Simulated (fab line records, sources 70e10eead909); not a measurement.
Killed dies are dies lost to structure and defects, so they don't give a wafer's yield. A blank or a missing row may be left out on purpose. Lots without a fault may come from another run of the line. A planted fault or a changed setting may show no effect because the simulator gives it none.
Which tool did it? | flow nand_harc | 13 lots, 39 wafers sampled, at 6 steps of a route of 1302

WHAT THE GAUGES READ, wafer by wafer
NHARC_A_ONON_D2_THK_MEAS_08: measures by ellipsometry. Usual: thk_nm 998 nm, standard deviation 6.8.
lot  | measured     | on            | thk_nm (nm)             | flag
L145 | day 13 01:53 | film_metro-01 | 1001 998 1000           |
L144 | day 13 01:34 | film_metro-02 | 1004 1004 1004          |
L154 | day 16 14:53 | film_metro-01 | 283 286 287 285 285 284 | OFF
L156 | day 17 05:56 | film_metro-02 | 984 987 984             |
L155 | day 17 06:13 | film_metro-02 | 278 276 276 277 277 277 | OFF
L157 | day 18 06:37 | film_metro-02 | 992 993 994             |
L158 | day 19 01:38 | film_metro-02 | 997 997 997             |
L159 | day 19 00:58 | film_metro-02 | 1001 1000 1001          |
L160 | day 20 00:52 | film_metro-01 | 1003 1002 1002          |
L162 | day 19 23:24 | film_metro-02 | 1000 999 999            |
L163 | day 20 11:37 | film_metro-02 | 990 989 991             |
L166 | day 21 07:18 | film_metro-02 | 995 992 994             |
L165 | day 21 14:01 | film_metro-02 | 986 985 986             |

NHARC_A_ONON_D2_THK_MEAS_30: measures by ellipsometry. Usual: thk_nm 1001 nm, standard deviation 7.8.
lot  | measured     | on            | thk_nm (nm)    | flag
L145 | day 13 12:44 | film_metro-02 | 1007 1005 1005 |
L144 | day 13 12:45 | film_metro-01 | 1009 1008 1009 |
L156 | day 17 18:29 | film_metro-01 | 998 998 999    |
L157 | day 18 20:26 | film_metro-01 | 991 989 989    |
L158 | day 19 12:07 | film_metro-01 | 1005 1005 1005 |
L159 | day 19 12:07 | film_metro-02 | 1005 1003 1004 |
L160 | day 20 11:50 | film_metro-02 | 985 986 987    |
L162 | day 20 11:59 | film_metro-02 | 1010 1008 1007 |
L163 | day 20 22:43 | film_metro-02 | 1009 1010 1009 |
L166 | day 21 18:19 | film_metro-01 | 1007 1006 1007 |
L165 | day 22 04:25 | film_metro-02 | 987 987 986    |

NHARC_END_SORT_01. Usual: defect_limited_yield 90 %, standard deviation 3.4; killed_at_array 61, standard deviation 24; killed_at_other 1.2, standard deviation 1.3; killed_at_periphery 3.7, standard deviation 2.6; killed_dies 66, standard deviation 23; killed_open 3.3, standard deviation 1.8; killed_short 2.4, standard deviation 1.6.
lot  | measured     | on        | defect_limited_yield (%) | killed_at_array | killed_at_other | killed_at_periphery | killed_dies | killed_open | killed_short | flag
L145 | day 25 07:03 | prober-02 | 87 91 92                 | 87 58 51        | 0 0 1           | 3 2 4               | 90 60 56    | 5 4 1       | 2 3 6        |
L144 | day 25 13:59 | prober-01 | 97 96 95                 | 16 22 24        | 0 1 4           | 1 4 3               | 17 27 31    | 2 4 3       | 1 4 3        |
L156 | day 29 07:20 | prober-02 | 90 88 90                 | 66 75 65        | 1 2 2           | 2 1 3               | 69 78 70    | 3 6 5       | 1 2 2        |
L157 | day 30 07:57 | prober-01 | 92 91 91                 | 46 53 59        | 2 1 2           | 7 7 2               | 55 61 63    | 4 3 3       | 1 1 4        |
L158 | day 30 20:33 | prober-01 | 90 92 93                 | 57 47 44        | 3 1 3           | 6 5 2               | 66 53 49    | 1 3 3       | 2 1 2        |
L159 | day 30 13:35 | prober-02 | 88 87 87                 | 75 82 83        | 2 0 0           | 4 4 3               | 81 86 86    | 4 4 3       | 3 5 2        |
L160 | day 32 06:49 | prober-02 | 89 88 88                 | 70 77 75        | 0 1 0           | 3 5 6               | 73 83 81    | 3 4 0       | 0 3 5        |
L162 | day 33 03:43 | prober-01 | 89 88 85                 | 69 78 91        | 0 0 0           | 5 3 8               | 74 81 99    | 2 3 4       | 1 3 2        |
L163 | day 33 09:56 | prober-01 | 94 94 93                 | 29 22 34        | 2 3 4           | 9 14 7              | 40 39 45    | 4 4 1       | 1 3 2        |
L166 | day 33 13:04 | prober-02 | 94 95 95                 | 35 25 30        | 2 2 1           | 7 6 3               | 44 33 34    | 5 6 3       | 3 2 3        |
L165 | day 33 18:29 | prober-01 | 92 90 90                 | 51 60 67        | 0 0 0           | 5 6 3               | 56 66 70    | 2 1 5       | 4 3 4        |

WHICH TOOL RAN EACH LOT (tool, then ch and the chambers of the sampled wafers, then the start)
lot  | NHARC_A_CHANNEL_FILL_D1_STRIP_29              | NHARC_A_DECK1_JOINT_ETCHBACK_07  | NHARC_A_ONON_D2_DEP_06
L145 | rie_diel-09 ch 1,2,3, day 11 15:03 or earlier | rie_si-01 ch 0,1,2, day 11 15:03 | pecvd_onon-02 ch 0, day 13 01:26
L144 | rie_diel-05 ch 3, day 11 08:49                | rie_si-04 ch 0,1,3, day 11 15:01 | pecvd_onon-01 ch 0, day 13 01:04
L154 | rie_diel-07 ch 0,1, day 15 00:16 or earlier   | rie_si-06 ch 0,1, day 15 00:16   | pecvd_onon-01 ch 0, day 16 14:23
L156 | rie_diel-07 ch 1,2,3, day 15 16:18 or earlier | rie_si-04 ch 0,1,3, day 15 16:18 | pecvd_onon-04 ch 0, day 17 05:25
L155 | rie_diel-05 ch 2,3, day 15 10:05              | rie_si-06 ch 0,1,3, day 15 16:19 | pecvd_onon-01 ch 0, day 17 05:43
L157 | rie_diel-05 ch 0,1,2, day 16 13:26            | rie_si-01 ch 1,2,3, day 16 19:38 | pecvd_onon-04 ch 0, day 18 06:06
L158 | rie_diel-05 ch 0,1, day 17 04:05 or earlier   | rie_si-04 ch 0,1,3, day 17 04:05 | pecvd_onon-04 ch 0, day 19 01:07
L159 | rie_diel-09 ch 0,2, day 17 13:06 or earlier   | rie_si-06 ch 0,3, day 17 13:06   | pecvd_onon-04 ch 0, day 19 00:27
L160 | rie_diel-07 ch 0,1,3, day 18 06:44 or earlier | rie_si-06 ch 1,3, day 18 06:44   | pecvd_onon-02 ch 0, day 20 00:25
L162 | rie_diel-09 ch 0,1,2, day 18 13:43 or earlier | rie_si-06 ch 1,2, day 18 13:43   | pecvd_onon-04 ch 0, day 19 23:04
L163 | rie_diel-07 ch 0,1, day 18 20:14 or earlier   | rie_si-01 ch 1,2,3, day 18 20:14 | pecvd_onon-04 ch 0, day 20 11:10
L166 | rie_diel-07 ch 0,1,3, day 19 17:37            | rie_si-01 ch 0,1,2, day 19 22:40 | pecvd_onon-01 ch 0, day 21 06:50
L165 | rie_diel-07 ch 0,1, day 19 20:57              | rie_si-04 ch 2,3, day 20 03:00   | pecvd_onon-01 ch 0, day 21 13:37
- NHARC_A_CHANNEL_FILL_D1_STRIP_29: strips in O2, time 20 s.
- NHARC_A_DECK1_JOINT_ETCHBACK_07: etches the open film in HBr, target depth 105 nm, time 26.9 s.
- NHARC_A_ONON_D2_DEP_06: target thk 1000 nm.

WHAT THE TOOLS THEMSELVES READ (means of the sampled wafers that have a number; where no wafer has one, the mark that the record gives instead)
NHARC_A_CHANNEL_FILL_D1_STRIP_29. Usual: drypump_motor_current_A 5.9 A, standard deviation 0.47; oes_product_au 0.994 a.u., standard deviation 0.013; rf_vpp_V 57.6 V, standard deviation 0.95; showerhead_plenum_p_Torr 3.48 Torr, standard deviation 0.14; throttle_valve_pct 17.037 %, standard deviation 0.0092.
lot  | tool        | drypump_motor_current_A (A) | oes_product_au (a.u.) | rf_vpp_V (V) | showerhead_plenum_p_Torr (Torr) | throttle_valve_pct (%) | flag
L145 | rie_diel-09 | 5.6                         | 0.990                 | 57.5         | 3.49                            | 17.039                 |
L144 | rie_diel-05 | 6.0                         | 0.992                 | 58.3         | 3.61                            | 17.032                 |
L154 | rie_diel-07 | 5.6                         | 0.999                 | 57.6         | 3.35                            | 17.043                 |
L156 | rie_diel-07 | 6.0                         | 0.986                 | 57.7         | 3.50                            | 17.048                 |
L155 | rie_diel-05 | 6.1                         | 1.000                 | 57.4         | 3.51                            | 17.034                 |
L157 | rie_diel-05 | 5.9                         | 1.002                 | 57.8         | 3.51                            | 17.043                 |
L158 | rie_diel-05 | 6.0                         | 1.009                 | 58.0         | 3.61                            | 17.033                 |
L159 | rie_diel-09 | 6.2                         | 1.000                 | 58.3         | 3.44                            | 17.047                 |
L160 | rie_diel-07 | 6.0                         | 0.998                 | 57.4         | 3.37                            | 17.035                 |
L162 | rie_diel-09 | 5.8                         | 1.002                 | 57.2         | 3.39                            | 17.045                 |
L163 | rie_diel-07 | 6.0                         | 0.992                 | 58.4         | 3.36                            | 17.034                 |
L166 | rie_diel-07 | 6.0                         | 0.995                 | 58.0         | 3.37                            | 17.035                 |
L165 | rie_diel-07 | 6.0                         | 1.000                 | 56.4         | 3.36                            | 17.041                 |

NHARC_A_DECK1_JOINT_ETCHBACK_07. Usual: drypump_motor_current_A 5.6 A, standard deviation 0.33; oes_product_au 0.999 a.u., standard deviation 0.012; throttle_valve_pct 23.267 %, standard deviation 0.009.
lot  | tool      | drypump_motor_current_A (A) | oes_product_au (a.u.) | throttle_valve_pct (%) | flag
L145 | rie_si-01 | 5.5                         | 0.996                 | 23.263                 |
L144 | rie_si-04 | 5.8                         | 0.994                 | 23.269                 |
L154 | rie_si-06 | 5.4                         | 0.995                 | 23.267                 |
L156 | rie_si-04 | 5.8                         | 1.006                 | 23.262                 |
L155 | rie_si-06 | 5.6                         | 1.000                 | 23.258                 |
L157 | rie_si-01 | 5.5                         | 1.001                 | 23.260                 |
L158 | rie_si-04 | 5.8                         | 0.998                 | 23.267                 |
L159 | rie_si-06 | 5.8                         | 0.995                 | 23.259                 |
L160 | rie_si-06 | 5.4                         | 0.991                 | 23.258                 |
L162 | rie_si-06 | 5.3                         | 0.998                 | 23.267                 |
L163 | rie_si-01 | 5.5                         | 1.007                 | 23.261                 |
L166 | rie_si-01 | 5.5                         | 1.006                 | 23.266                 |
L165 | rie_si-04 | 5.8                         | 1.000                 | 23.264                 |

NHARC_A_ONON_D2_DEP_06. Usual: susceptor_temp_C 400.06 C, standard deviation 0.24.
lot  | tool          | susceptor_temp_C (C) | flag
L145 | pecvd_onon-02 | 399.94               |
L144 | pecvd_onon-01 | 400.04               |
L154 | pecvd_onon-01 | 399.96               |
L156 | pecvd_onon-04 | 400.08               |
L155 | pecvd_onon-01 | 399.92               |
L157 | pecvd_onon-04 | 400.36               |
L158 | pecvd_onon-04 | 400.10               |
L159 | pecvd_onon-04 | 399.99               |
L160 | pecvd_onon-02 | 400.26               |
L162 | pecvd_onon-04 | 400.41               |
L163 | pecvd_onon-04 | 399.73               |
L166 | pecvd_onon-01 | 400.08               |
L165 | pecvd_onon-01 | 399.94               |

THE ANSWER, worked out from the rows above alone
Rule: a lot is off if the mean of its wafers that have a number lies more than 3 standard deviations from the usual mean. A lot without any number at a reading at which 4 lots or more have one is off too. The other lots that the step has rows for count as sound. The gauges are gone through in route order, then the tools' own readings, and for those a lot's mean is taken as printed above. The first step at which some lot is off is used, and at that step the reading that is off furthest; a lot without a number counts as furthest.
Off: L154, L155, at NHARC_A_ONON_D2_THK_MEAS_08 (thk_nm).
A tool fits if, at a process step before that reading, it ran every lot that is off, and no sound lot after the first of them. The gauges at NHARC_A_ONON_D2_THK_MEAS_08 are tried like those tools. NHARC_A_CHANNEL_FILL_D1_STRIP_29 gives no start for some lots, so the hours and the order of its lots are those of NHARC_A_DECK1_JOINT_ETCHBACK_07. None of those tried fits.

WHAT THE SIMULATOR HAD PUT IN
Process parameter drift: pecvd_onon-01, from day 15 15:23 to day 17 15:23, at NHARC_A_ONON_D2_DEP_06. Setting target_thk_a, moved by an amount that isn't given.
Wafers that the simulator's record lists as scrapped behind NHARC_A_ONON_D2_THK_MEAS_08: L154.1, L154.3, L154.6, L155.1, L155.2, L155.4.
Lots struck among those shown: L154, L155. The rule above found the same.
